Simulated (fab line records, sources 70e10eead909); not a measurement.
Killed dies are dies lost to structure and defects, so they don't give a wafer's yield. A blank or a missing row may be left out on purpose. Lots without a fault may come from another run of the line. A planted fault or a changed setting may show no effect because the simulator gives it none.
fab line records | flow nand_harc | part 1 of 2: steps 1 to 27 of 37
record lots=5 wafers=15 last_day=30
route steps=1302 shown P_M0@277 P_M1@285
lots that met no fault: from a run of the same line without faults
start_h: hours from the record's first day to the start of the lot's first wafer shown | wait_h: hours since the lot's step before | " the same as in the row above | L1.1+2: a row that stands for several wafers | - no value, or no start given | * or withheld: withheld | < > ~ a bound
route shown NAME@n: a module of which the file shows steps, and the number in the route of the first | usual: mean/standard deviation of fault-free wafers | same: alike in all rows | chamber/n: place in a boat | sites: the reading at each site | _std_site: their standard deviation | _edge_site: outer sites' mean less inner sites' | radius_mm: how far each site lies from the wafer's centre | mask NAME#n: copy n | behind: the tool/chamber that last shaped the wafer | hold: why the lot was held/for how many hours/how that ended | device: the transistor (n, p or np) that didn't switch | end of line: the same wafers' tests at the end of the route | a step without rows: its recipe alone | killed: dies lost to structure and defects at the first sort, not the wafer's yield | map: a wafer's dies, x killed, . not, _ none there
set.NAME: the setting as run; set.NAME@STEP: as run at that earlier step | model.NAME: the simulator's own value behind a step, which no gauge read
lots at some steps of the route; a table a step, a row a wafer
services: from which hour (start_h, from the record's first day; less than 0 if before it) a tool's chamber was out of use, for how many hours, and why
## steps
# step NHARC_P_M0_ANNEAL_30
# recipe temp_c=225 time_s=90
# usual wafer_temp_C_max=226.3/0.3
# columns lot.wafer tool chamber start_h wait_h wafer_temp_C_max
L074.2 rtp_anneal-01 0 130.13 0.4 226.6
L074.5 " 0 " " 226.1
L074.6 " 0 " " 227.0
L078.1 rtp_anneal-02 0 167.21 0.4 226.3
L078.2 " 0 " " 226.4
L078.5 " 0 " " 226.3
L080.2 rtp_anneal-02 0 186.14 0.3 226.8
L080.4 " 0 " " 226.3
L080.5 " 0 " " 226.4
L090.2 rtp_anneal-01 0 279.56 - 226.3
L090.3 " 0 " " 226.4
L090.6 " 0 " " 227.0
L092.2 rtp_anneal-01 0 304.55 0.4 226.3
L092.3 " 0 " " 226.7
L092.6 " 0 " " 226.6
# step NHARC_P_M0_CMP_23
# recipe t_overpolish_s=20 target_thk_nm=117.54
# usual motor_current_A=11.9/1.5 slurry_flow_ml_min=150.0/0.45 time_to_endpoint_s=28.8/2.9
# columns lot.wafer tool chamber start_h wait_h motor_current_A slurry_flow_ml_min time_to_endpoint_s
L074.2 cmp-02 0 130.48 - 10.9 149.7 30.6
L074.6 " 2 " " 14.7 150.5 31.4
L074.5 " 3 " " 11.8 149.7 23.4
L078.1 cmp-02 2 167.56 - 14.4 150.2 33.4
L078.2 " 3 " " 11.9 150.8 27.5
L078.5 " 2 " " 14.2 150.0 31.2
L080.2 cmp-03 1 186.46 - 12.2 150.2 28.4
L080.4 " 3 " " 10.4 149.6 27.8
L080.5 " 0 " " 11.4 149.6 31.3
L090.3 cmp-01 2 279.88 - 12.2 149.8 22.7
L090.2 " 0 " " 14.0 149.0 27.4
L090.6 " 2 " " 11.9 149.9 23.9
L092.2 cmp-03 0 304.84 - 10.5 150.4 27.9
L092.3 " 2 " " 11.4 149.9 24.7
L092.6 " 0 " " 11.4 149.6 27.8
# step NHARC_P_M0_THK_MEAS_24
# recipe thk_meas_gauge=xrf
# usual thk_nm=117.2/1.5
# columns lot.wafer tool chamber start_h wait_h thk_nm
L074.2 film_metro-01 - 130.74 - 117.3
L074.5 " - " " 115.3
L074.6 " - " " 115.9
L078.1 film_metro-01 - 167.87 - 116.6
L078.2 " - " " 117.6
L078.5 " - " " 116.6
L080.2 film_metro-01 - 186.74 - 118.1
L080.4 " - " " 118.1
L080.5 " - " " 117.7
L090.2 film_metro-02 - 280.18 - 116.7
L090.3 " - " " 114.9
L090.6 " - " " 115.2
L092.2 film_metro-02 - 305.16 - 116.8
L092.3 " - " " 115.0
L092.6 " - " " 119.4
# step NHARC_P_M0_SRD_25
# columns lot.wafer tool chamber start_h wait_h
L074.6+5+2 wet_bench-10 2,3,4 130.78 0.0
L078.5+2+1 wet_bench-10 3,4,5 167.92 0.0
L080.4+5+2 wet_bench-08 5,0,2 186.78 0.0
L090.3+2+6 wet_bench-08 0,2,4 280.22 0.0
L092.6+2+3 wet_bench-08 0,1,2 305.20 0.0
# step NHARC_P_M0_INSPECT_27
# usual raw_defect_count=264/87
# columns lot.wafer tool chamber start_h wait_h raw_defect_count
L074.2 defect_inspect-01 - 130.90 0.0 212
L074.5 " - " " 231
L074.6 " - " " 93
L078.1 defect_inspect-02 - 168.03 0.0 179
L078.2 " - " " 282
L078.5 " - " " 201
L080.2 defect_inspect-02 - 186.90 0.0 146
L080.4 " - " " 112
L080.5 " - " " 204
L090.2 defect_inspect-02 - 280.33 0.0 235
L090.3 " - " " 390
L090.6 " - " " 328
L092.2 defect_inspect-01 - 305.31 0.0 275
L092.3 " - " " 488
L092.6 " - " " 482
# step NHARC_P_M0_PRE_CLEAN_31
# recipe time_s=12 temp_c=370 rf_power_w=300 gas=NH3
# usual heater_power_w=657/81 susceptor_temp_C=370.01/0.2
# columns lot.wafer tool chamber start_h wait_h heater_power_w since_wet_clean_h susceptor_temp_C
L074.2 pecvd-03 0 130.98 0.1 629 114 370.20
L074.5 " 2 " " 447 - 370.05
L074.6 " 1 " " 682 - 370.32
L078.1 pecvd-03 0 168.10 0.1 624 151 369.89
L078.2 " 2 " " 470 151 369.93
L078.5 " 0 " " 615 - 369.88
L080.2 pecvd-01 2 186.98 0.1 770 44 370.01
L080.5 " 1 " " 676 - 369.96
L080.4 " 0 " " 737 - 370.08
L090.3 pecvd-03 2 280.40 0.1 473 82 370.01
L090.2 " 1 " " 647 82 370.16
L090.6 " 2 " " 469 - 369.88
L092.2 pecvd-02 1 305.38 0.1 678 65 370.03
L092.3 " 0 " " 654 65 370.19
L092.6 " 2 " " 647 - 369.93
# step NHARC_P_M0_DEP_32
# recipe target_thk_a=300 temp_c=370 target_thk_nm=30 pressure_torr=3 flow_sccm=200 rf_w=450 material=SiCN
# usual heater_power_w=606/88 susceptor_temp_C=370.00/0.2
# columns lot.wafer tool chamber start_h wait_h heater_power_w since_wet_clean_h susceptor_temp_C
L074.2 pecvd-03 0 131.09 0.1 683 114 369.83
L074.5 " 2 " " 417 - 369.96
L074.6 " 1 " " 580 - 369.94
L078.1 pecvd-03 0 168.18 0.1 695 151 369.89
L078.2 " 2 " " 465 151 370.03
L078.5 " 0 " " 689 - 370.19
L080.2 pecvd-01 2 187.09 0.1 725 44 370.05
L080.5 " 1 " " 526 - 369.95
L080.4 " 0 " " 679 - 370.26
L090.3 pecvd-03 2 280.48 0.1 403 82 370.31
L090.2 " 1 " " 606 82 369.90
L090.6 " 2 " " 398 - 370.56
L092.2 pecvd-02 1 305.46 0.1 597 66 369.90
L092.3 " 0 " " 716 66 370.11
L092.6 " 2 " " 554 - 369.72
# step NHARC_P_M1_DEP_00
# recipe target_thk_a=1825 target_thk_nm=182.5 temp_c=withheld pressure_torr=5 flow_sccm=200 rf_w=600 material=SiOC
# columns lot.wafer tool chamber start_h wait_h since_wet_clean_h
L074.2 pecvd-02 1 131.51 - 73
L074.6 " 1 " " -
L074.5 " 2 " " -
L078.2 pecvd-01 0 168.59 - 26
L078.1 " 2 " " 26
L078.5 " 0 " " -
L080.2 pecvd-01 0 - - 45
L080.5 " 0 " " -
L080.4 " 2 " " -
L090.3 pecvd-02 2 280.89 - 41
L090.2 " 1 " " 41
L090.6 " 1 " " -
L092.3 pecvd-01 2 305.92 - 163
L092.2 " 0 " " 163
L092.6 " 0 " " -
# step NHARC_P_M1_DEHYDRATE_01
# recipe temp_c=150 time_s=120
# columns lot.wafer tool chamber start_h wait_h
L074.2+5+6 litho_track-06 0 131.87 -
L078.1+2+5 litho_track-01 0 168.99 -
L080.2+4+5 litho_track-06 0 188.07 -
L090.2+3+6 litho_track-04 0 281.29 -
L092.2+3+6 litho_track-06 0 306.27 -
# step NHARC_P_M1_HMDS_02
# recipe time_s=30
# columns lot.wafer tool chamber start_h wait_h
L074.2+5+6 litho_track-06 0 - -
L078.1+2+5 litho_track-01 0 - -
L080.2+4+5 litho_track-06 0 - -
L090.2+3+6 litho_track-04 0 - -
L092.2+3+6 litho_track-06 0 - -
# step NHARC_P_M1_COAT_34
# recipe temp_c=200 time_s=65
# columns lot.wafer tool chamber start_h wait_h
L074.2+5+6 litho_track-06 0 - -
L078.1+2+5 litho_track-01 0 - -
L080.2+4+5 litho_track-06 0 - -
L090.2+3+6 litho_track-04 0 - -
L092.2+3+6 litho_track-06 0 - -
# step NHARC_P_M1_COAT_03
# recipe spin_rpm=1500 resist_thk_nm=90
# columns lot.wafer tool chamber start_h wait_h
L074.2+5+6 litho_track-06 0 - -
L078.1+2+5 litho_track-01 0 - -
L080.2+4+5 litho_track-06 0 - -
L090.2+3+6 litho_track-04 0 - -
L092.2+3+6 litho_track-06 0 - -
# step NHARC_P_M1_SOFTBAKE_04
# recipe temp_c=105 time_s=55
# columns lot.wafer tool chamber start_h wait_h
L074.2+5+6 litho_track-06 0 - -
L078.1+2+5 litho_track-01 0 - -
L080.2+4+5 litho_track-06 0 - -
L090.2+3+6 litho_track-04 0 - -
L092.2+3+6 litho_track-06 0 - -
# step NHARC_P_M1_EBR_05
# columns lot.wafer tool chamber start_h wait_h
L074.2+5+6 litho_track-06 0 - -
L078.1+2+5 litho_track-01 0 - -
L080.2+4+5 litho_track-06 0 - -
L090.2+3+6 litho_track-04 0 - -
L092.2+3+6 litho_track-06 0 - -
# step NHARC_P_M1_EXPOSE_06
# recipe na=1.35 target_cd_nm=130 dose_mj=81.88 mask_id=P_M1
# columns lot.wafer tool chamber start_h wait_h mask
L074.2+5+6 arfi_scanner-03 0 132.16 - P_M1#0
L078.1+2+5 arfi_scanner-02 0 169.28 - P_M1#0
L080.2+4+5 arfi_scanner-02 0 188.36 - P_M1#0
L090.2+3+6 arfi_scanner-03 0 281.59 - P_M1#0
L092.2+3+6 arfi_scanner-02 0 306.44 - P_M1#0
# step NHARC_P_M1_PEB_07
# recipe peb_temp_c=100 peb_time_s=65
# columns lot.wafer tool chamber start_h wait_h
L074.2+5+6 litho_track-01 0 132.21 0.1
L078.1+2+5 litho_track-06 0 169.34 0.1
L080.2+4+5 litho_track-06 0 188.42 0.1
L090.2+3+6 litho_track-06 0 281.65 0.1
L092.2+3+6 litho_track-01 0 306.50 0.1
# step NHARC_P_M1_DEVELOP_08
# recipe develop_time_s=35 dev_temp_c=23
# columns lot.wafer tool chamber start_h wait_h
L074.2+5+6 litho_track-01 0 - -
L078.1+2+5 litho_track-06 0 - -
L080.2+4+5 litho_track-06 0 - -
L090.2+3+6 litho_track-06 0 - -
L092.2+3+6 litho_track-01 0 - -
# step NHARC_P_M1_CD_MEAS_09
# recipe target_cd_nm=130 landing_energy_ev=500
# usual cd_nm=129.9/0.79
# columns lot.wafer tool chamber start_h wait_h cd_nm
L074.2 cd_sem-01 0 132.29 - 129.1
L074.5 " 0 " " 128.7
L074.6 " 0 " " 129.0
L078.1 cd_sem-03 0 169.42 - 129.0
L078.2 " 0 " " 130.8
L078.5 " 0 " " 130.6
L080.2 cd_sem-02 0 188.50 - 128.8
L080.4 " 0 " " 130.1
L080.5 " 0 " " 128.8
L090.2 cd_sem-01 0 281.73 - 129.8
L090.3 " 0 " " 129.9
L090.6 " 0 " " 129.8
L092.2 cd_sem-03 0 306.58 - 128.9
L092.3 " 0 " " 129.9
L092.6 " 0 " " 129.3
# step NHARC_P_M1_OVL_MEAS_10
# recipe pitch_nm=260
# usual overlay_x_nm=-0.1/0.79 overlay_y_nm=0.2/0.7
# columns lot.wafer tool chamber start_h wait_h overlay_x_nm overlay_y_nm
L074.2 overlay-01 - 132.38 - 0.7 -0.2
L074.5 " - " " 0.5 -0.4
L074.6 " - " " 0.4 -0.6
L078.1 overlay-02 - 169.51 - 0.1 0.8
L078.2 " - " " 0.3 0.5
L078.5 " - " " 0.0 0.8
L080.2 overlay-01 - 188.59 - 0.3 0.3
L080.4 " - " " -0.2 -0.6
L080.5 " - " " 0.0 0.4
L090.2 overlay-02 - 281.81 - -0.1 0.2
L090.3 " - " " 0.0 0.1
L090.6 " - " " -0.2 0.2
L092.2 overlay-01 - 306.67 - 0.4 0.7
L092.3 " - " " 0.1 1.6
L092.6 " - " " 0.3 0.7
# step NHARC_P_M1_INSPECT_11
# usual raw_defect_count=4.4/2.7
# columns lot.wafer tool chamber start_h wait_h raw_defect_count
L074.2 defect_inspect-01 - 132.42 0.0 1
L074.5 " - " " 4
L074.6 " - " " 4
L078.1 defect_inspect-02 - 169.55 0.0 2
L078.2 " - " " 1
L078.5 " - " " 6
L080.2 defect_inspect-02 - 188.62 0.0 6
L080.4 " - " " 3
L080.5 " - " " 10
L090.2 defect_inspect-02 - 281.85 0.0 9
L090.3 " - " " 14
L090.6 " - " " 8
L092.2 defect_inspect-01 - 306.70 0.0 6
L092.3 " - " " 2
L092.6 " - " " 5
# step NHARC_P_M1_DESCUM_14
# recipe time_s=3 o2_flow_sccm=200 ar_flow_sccm=0 bias_power_w=0 chemistry=O2
# usual drypump_motor_current_A=5.8/0.43 oes_product_au=1.002/0.01 rf_vpp_V=57.9/0.85 showerhead_plenum_p_Torr=1.93/0.08 throttle_valve_pct=11.310/0.0091
# columns lot.wafer tool chamber start_h wait_h drypump_motor_current_A oes_product_au rf_hours_counter_h rf_vpp_V showerhead_plenum_p_Torr throttle_valve_pct
L074.2 rie_diel-13 2 132.48 0.1 5.1 0.991 6 58.5 1.96 11.300
L074.5 " 2 " " 5.1 0.998 - 57.9 1.96 11.315
L074.6 " 1 " " 6.0 0.999 - 57.9 1.97 11.304
L078.2 rie_diel-01 3 169.61 0.1 5.6 1.018 11 56.6 1.99 11.299
L078.1 " 1 " " 5.6 1.011 11 57.4 1.94 11.305
L078.5 " 0 " " 5.2 0.999 - 56.7 2.01 11.314
L080.2 rie_diel-13 1 188.68 0.1 6.0 0.995 1 58.2 1.97 11.321
L080.4 " 0 " " 6.0 0.999 1 57.5 1.79 11.310
L080.5 " 2 " " 5.1 1.005 - 58.1 1.96 11.320
L090.3 rie_diel-01 2 281.92 0.1 6.4 1.024 5 57.6 1.95 11.305
L090.2 " 3 " " 5.6 1.003 5 58.4 1.99 11.310
L090.6 " 1 " " 5.6 0.994 - 56.5 1.94 11.318
L092.3 rie_diel-03 1 306.78 0.1 6.1 0.996 4 57.3 1.78 11.300
L092.2 " 2 " " 6.1 0.999 4 58.0 2.06 11.312
L092.6 " 0 " " 5.7 1.007 - 57.2 1.79 11.321
# step NHARC_P_M1_ETCH_35
# recipe target_depth_a=400 overetch_a=120 time_s=43.94 ion_energy_ev=200 n2_flow_sccm=150 h2_flow_sccm=150 ar_flow_sccm=0 rf_w=400 bias_w=150 chemistry=N2/H2
# usual drypump_motor_current_A=5.8/0.42 oes_product_au=1.002/0.01 rf_vpp_V=430.8/2.6 showerhead_plenum_p_Torr=2.05/0.088 throttle_valve_pct=14.171/0.0094
# columns lot.wafer tool chamber start_h wait_h drypump_motor_current_A oes_product_au rf_hours_counter_h rf_vpp_V showerhead_plenum_p_Torr throttle_valve_pct
L074.2 rie_diel-13 3 132.60 0.1 5.9 0.983 7 429.7 2.01 14.159
L074.6 " 1 " " 6.0 0.998 - 432.4 2.10 14.167
L074.5 " 2 " " 5.1 1.007 - 432.4 2.09 14.187
L078.2 rie_diel-01 0 169.69 0.1 5.2 1.013 11 434.0 2.15 14.156
L078.1 " 2 " " 6.4 1.004 10 432.4 2.09 14.185
L078.5 " 0 " " 5.2 0.998 - 433.8 2.15 14.166
L080.4 rie_diel-13 1 188.77 0.1 6.1 0.995 1 433.2 2.10 14.153
L080.2 " 0 " " 6.0 0.995 1 427.1 1.91 14.163
L080.5 " 1 " " 6.1 0.988 - 432.7 2.10 14.179
L090.2 rie_diel-01 3 281.99 0.1 5.6 1.003 5 432.2 2.12 14.187
L090.3 " 1 " " 5.6 1.000 5 432.4 2.07 14.164
L090.6 " 3 " " 5.6 1.005 - 432.5 2.12 14.177
L092.2 rie_diel-03 1 306.87 0.1 6.1 1.013 4 427.2 1.90 14.165
L092.3 " 0 " " 5.6 0.998 4 426.6 1.91 14.167
L092.6 " 0 " " 5.6 1.004 - 427.7 1.91 14.175
# step NHARC_P_M1_ETCH_15
# recipe target_depth_a=1825 time_s=91.2 c4f8_flow_sccm=withheld ar_flow_sccm=400 rf_w=600 bias_w=300 chemistry=C4F8/Ar
# usual oes_product_au=0.954/0.024 rf_vpp_V=441.1/2.8
# columns lot.wafer tool chamber start_h wait_h oes_product_au rf_hours_counter_h rf_vpp_V
L074.2 rie_diel-13 1 - - 0.914 6 441.9
L074.6 " 1 " " 0.934 - 440.9
L074.5 " 3 " " 0.912 - 440.3
L078.1 rie_diel-01 1 - - 0.982 11 440.9
L078.2 " 2 " " 0.965 10 442.9
L078.5 " 2 " " 0.966 - 442.8
L080.4 rie_diel-13 3 - - 0.970 1 438.4
L080.2 " 2 " " 0.953 2 441.8
L080.5 " 3 " " 0.969 - 439.9
L090.2 rie_diel-01 1 - - 0.960 5 442.6
L090.3 " 2 " " 0.991 5 441.2
L090.6 " 3 " " 0.993 - 444.4
L092.2 rie_diel-03 0 - - 0.981 4 435.8
L092.3 " 1 " " 0.981 4 435.8
L092.6 " 2 " " 0.987 - 444.6
# step NHARC_P_M1_CD_MEAS_16
# usual cd_nm=129.9/0.99
# columns lot.wafer tool chamber start_h wait_h cd_nm
L074.2 cd_sem-01 - 132.83 - 130.2
L074.5 " - " " 128.8
L074.6 " - " " 130.3
L078.1 cd_sem-02 - 169.91 - 128.9
L078.2 " - " " 129.7
L078.5 " - " " 130.3
L080.2 cd_sem-03 - 188.99 - 128.5
L080.4 " - " " 129.2
L080.5 " - " " 129.4
L090.2 cd_sem-03 - 282.22 - 129.7
L090.3 " - " " 128.5
L090.6 " - " " 129.5
L092.2 cd_sem-03 - 307.12 - 127.9
L092.3 " - " " 129.5
L092.6 " - " " 129.3
# step NHARC_P_M1_STRIP_18
# recipe power_w=1000 n2_flow_sccm=150 h2_flow_sccm=150 ar_flow_sccm=0 bias_w=0 chemistry=N2/H2
# usual drypump_motor_current_A=5.8/0.43 oes_product_au=1.002/0.01 power_w=1000.2/2.5 rf_vpp_V=90.8/0.92 showerhead_plenum_p_Torr=2.06/0.089 throttle_valve_pct=14.171/0.009
# columns lot.wafer tool chamber start_h wait_h drypump_motor_current_A oes_product_au power_w rf_hours_counter_h rf_vpp_V showerhead_plenum_p_Torr throttle_valve_pct
L074.2 rie_diel-01 3 132.95 0.1 5.6 1.017 1006.0 9 92.7 2.13 14.158
L074.5 " 1 " " 5.6 1.016 1000.2 - 90.8 2.07 14.176
L074.6 " 2 " " 6.4 1.005 999.5 - 89.4 2.09 14.148
L078.1 rie_diel-01 2 169.99 0.1 6.4 1.003 997.8 10 91.1 2.09 14.166
L078.2 " 0 " " 5.2 1.001 1001.2 11 92.3 2.15 14.166
L078.5 " 3 " " 5.6 1.007 1003.9 - 91.9 2.13 14.159
L080.4 rie_diel-13 1 189.06 0.1 6.1 0.997 998.5 1 90.4 2.10 14.181
L080.2 " 0 " " 6.0 0.996 1003.2 1 89.5 1.91 14.154
L080.5 " 2 " " 5.1 1.010 999.9 - 91.3 2.09 14.165
L090.3 rie_diel-13 0 282.30 0.1 6.0 0.991 997.0 8 89.8 1.90 14.176
L090.2 " 2 " " 5.1 1.009 996.0 8 90.9 2.09 14.163
L090.6 " 1 " " 6.1 0.995 998.7 - 91.4 2.10 14.170
L092.3 rie_diel-13 2 307.19 0.1 5.1 0.997 999.2 10 91.4 2.09 14.178
L092.2 " 1 " " 6.1 0.987 1005.1 9 90.7 2.09 14.198
L092.6 " 3 " " 5.9 0.978 1003.5 - 90.8 2.01 14.165
# step NHARC_P_M1_ETCH_28
# recipe target_depth_a=300 over_etch_frac=0.3 time_s=72.99 ion_energy_ev=150 cf4_flow_sccm=50 n2_flow_sccm=100 ar_flow_sccm=150 rf_w=300 bias_w=100 chemistry=CF4/N2
# usual drypump_motor_current_A=5.8/0.42 oes_product_au=1.001/0.01 rf_vpp_V=314.6/2 showerhead_plenum_p_Torr=2.65/0.11 throttle_valve_pct=19.794/0.0085
# columns lot.wafer tool chamber start_h wait_h drypump_motor_current_A oes_product_au rf_hours_counter_h rf_vpp_V showerhead_plenum_p_Torr throttle_valve_pct
L074.2 rie_diel-01 3 - - 5.6 1.013 9 314.6 2.73 19.790
L074.5 " 3 " " 5.6 1.011 - 316.5 2.73 19.789
L074.6 " 0 " " 5.2 0.999 - 315.8 2.75 19.792
L078.2 rie_diel-01 0 - - 5.2 0.990 11 316.3 2.75 19.793
L078.1 " 1 " " 5.6 1.006 11 315.1 2.66 19.787
L078.5 " 0 " " 5.3 1.001 - 318.1 2.75 19.807
L080.2 rie_diel-13 0 - - 6.1 0.993 1 311.8 2.47 19.796
L080.4 " 3 " " 5.9 0.995 2 313.6 2.59 19.789
L080.5 " 1 " " 6.0 0.996 - 314.7 2.69 19.792
L090.2 rie_diel-13 2 - - 5.1 1.012 8 315.2 2.69 19.790
L090.3 " 3 " " 5.9 0.989 8 313.0 2.59 19.798
L090.6 " 3 " " 5.9 0.999 - 313.0 2.59 19.801
L092.3 rie_diel-13 0 - - 6.0 0.995 9 310.1 2.46 19.806
L092.2 " 2 " " 5.1 1.015 10 316.4 2.69 19.800
L092.6 " 0 " " 6.0 0.988 - 309.9 2.46 19.785
# step NHARC_P_M1_STRIP_19
# recipe time_s=600 temp_c=30 chemistry=post_etch_residue_remover
# columns lot.wafer tool chamber start_h wait_h
L074.6+2+5 wet_bench-10 2,4,6 133.28 -
L078.5+1+2 wet_bench-10 6,7,2 170.36 -
L080.4+2+5 wet_bench-10 3,4,5 189.45 -
L090.3+6+2 wet_bench-08 0,1,3 282.67 -
L092.2+3+6 wet_bench-08 3,4,6 307.57 -
